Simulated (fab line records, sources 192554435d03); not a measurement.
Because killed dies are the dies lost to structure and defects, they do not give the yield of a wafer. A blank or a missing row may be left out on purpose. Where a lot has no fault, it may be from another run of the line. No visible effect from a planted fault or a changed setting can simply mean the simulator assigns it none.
What tool caused it? ; flow n5_finfet ; 14 lots, 40 wafers sampled, at 3 steps of a route of 1938

## WHAT THE GAUGES READ, wafer by wafer
N5_MIM_BOT_LITHO_OVL_MEAS_11.
lot;measured;on;MIM_BOT_OVL (nm)
L649;day 10 23:37;overlay-01;-5 -8 -6
L652;day 11 12:20;overlay-02;-9 -6 -7
L653;day 11 23:46;overlay-01;-3 -6 0
L654;day 12 05:39;overlay-02;7 4 -4
L657;day 15 00:32;overlay-02;1 2 -7
L655;day 15 20:19;overlay-02;4 1
L659;day 16 00:07;overlay-01;2 4 -1
L664;day 16 18:35;overlay-02;10 12 -3
L665;day 16 22:02;overlay-01;- - -
L666;day 16 22:56;overlay-02;- - -
L667;day 17 02:14;overlay-02;-3 10 14
L670;day 17 11:30;overlay-01;1 -6 -2
L671;day 18 00:04;overlay-02;-5 2 -1
L656;day 18 02:31;overlay-01;8 8

## EACH LOT AND THE TOOL THAT RAN IT (in order: tool; ch and the chambers of the sampled wafers; start)
lot;N5_MIM_TOP_ETCH_PECVD_03;N5_MIM_BOT_LITHO_EXPOSE_05
L649;pecvd-04 ch 0,1,2, day 10 23:13;krf_scanner-02 ch 0, day 10 23:24
L652;pecvd-01 ch 1,2, day 11 11:56;krf_scanner-02 ch 0, day 11 12:08
L653;pecvd-02 ch 0, day 11 23:22;krf_scanner-02 ch 0, day 11 23:34
L654;pecvd-04 ch 0,2, day 12 05:16;krf_scanner-02 ch 0, day 12 05:28
L657;pecvd-04 ch 0,2, day 15 00:09;krf_scanner-02 ch 0, day 15 00:20
L655;pecvd-02 ch 0,2, day 15 19:49;krf_scanner-01 ch 0, day 15 20:08
L659;pecvd-04 ch 1,2, day 15 23:43;krf_scanner-02 ch 0, day 15 23:54
L664;pecvd-02 ch 0,1,2, day 16 18:11;krf_scanner-01 ch 0, day 16 18:23
L665;pecvd-01 ch 0,1,2, day 16 21:31;krf_scanner-02, day 16 21:49
L666;pecvd-04 ch 0,1,2, day 16 22:34;krf_scanner-02, day 16 22:44
L667;pecvd-02 ch 1,2, day 17 01:43;krf_scanner-01 ch 0, day 17 02:02
L670;pecvd-04 ch 0,2, day 17 10:58;krf_scanner-02 ch 0, day 17 11:18
L671;pecvd-02 ch 1,2, day 17 23:31;krf_scanner-02 ch 0, day 17 23:51
L656;pecvd-01 ch 0,2, day 18 02:08;krf_scanner-02 ch 0, day 18 02:19
- N5_MIM_TOP_ETCH_PECVD_03: deposits SiNx from SiH4/NH3/N2, target thk 20 nm, time 17.6 s.
- N5_MIM_BOT_LITHO_EXPOSE_05: exposes mask MIM BOT.

## AS READ BY THE TOOLS THEMSELVES (means over the sampled wafers that have a number; for cases with no such wafer, the mark the record gives instead)
N5_MIM_TOP_ETCH_PECVD_03.
lot;tool;heater_power_w (W);showerhead_plenum_p_Torr (Torr);throttle_valve_pct (%)
L649;pecvd-04;737;5.19;40.1
L652;pecvd-01;759;5.03;40.2
L653;pecvd-02;851;5.12;40.4
L654;pecvd-04;736;5.17;38.7
L657;pecvd-04;640;5.17;38.1
L655;pecvd-02;886;5.17;39.0
L659;pecvd-04;754;5.20;41.2
L664;pecvd-02;860;5.17;39.7
L665;pecvd-01;732;5.07;39.2
L666;pecvd-04;726;5.19;40.4
L667;pecvd-02;864;5.19;38.6
L670;pecvd-04;633;5.18;39.2
L671;pecvd-02;853;5.18;39.3
L656;pecvd-01;730;5.12;37.7

N5_MIM_BOT_LITHO_EXPOSE_05.
lot;tool;exposure_dose_mJ_cm2;focus_offset_nm (nm)
L649;krf_scanner-02;24.221;-0.1
L652;krf_scanner-02;24.229;-0.9
L653;krf_scanner-02;24.260;-0.6
L654;krf_scanner-02;24.216;-0.7
L657;krf_scanner-02;24.260;0.3
L655;krf_scanner-01;24.224;0.2
L659;krf_scanner-02;24.241;1.2
L664;krf_scanner-01;24.265;0.1
L665;krf_scanner-02;-;-
L666;krf_scanner-02;-;-
L667;krf_scanner-01;24.225;0.0
L670;krf_scanner-02;24.251;-0.1
L671;krf_scanner-02;24.247;0.1
L656;krf_scanner-02;24.237;0.3

## THE ANSWER, worked out from the rows above alone
Rule: usual is defined by the lots themselves. Put in order of their means at a reading, lots are off if they are a third of the lots or fewer, leave a main group of 4 or more, and stand apart from it by a gap of 3 or more times the standard deviation of the main group's means; of several such gaps the widest counts. A main group is skipped when, at the precision printed for the reading in the tables above, its means are all equal. A lot without any number at a reading at which 4 lots or more have one is off too. All remaining lots with rows at the step are treated as sound. After the gauges, taken in route order, come the tools' own readings; for these a lot's mean is taken, as printed above. The first step at which some lot is off is used, and at that step the reading that is off furthest; a lot without a number counts as furthest.
Off: at N5_MIM_BOT_LITHO_OVL_MEAS_11 (MIM_BOT_OVL), L665, L666. Without a number there: L665, L666. The main group: mean 1 nm, standard deviation 4.8.
If a tool, at a process step before that reading, ran all the lots that are off and no sound lot after the first of them, it fits. The gauges at N5_MIM_BOT_LITHO_OVL_MEAS_11 aren't tried: what is off there is off at N5_MIM_BOT_LITHO_EXPOSE_05 too, on other tools, and a gauge's error can't cause that. None of those tried fits.

## WHAT THE SIMULATOR PUT IN
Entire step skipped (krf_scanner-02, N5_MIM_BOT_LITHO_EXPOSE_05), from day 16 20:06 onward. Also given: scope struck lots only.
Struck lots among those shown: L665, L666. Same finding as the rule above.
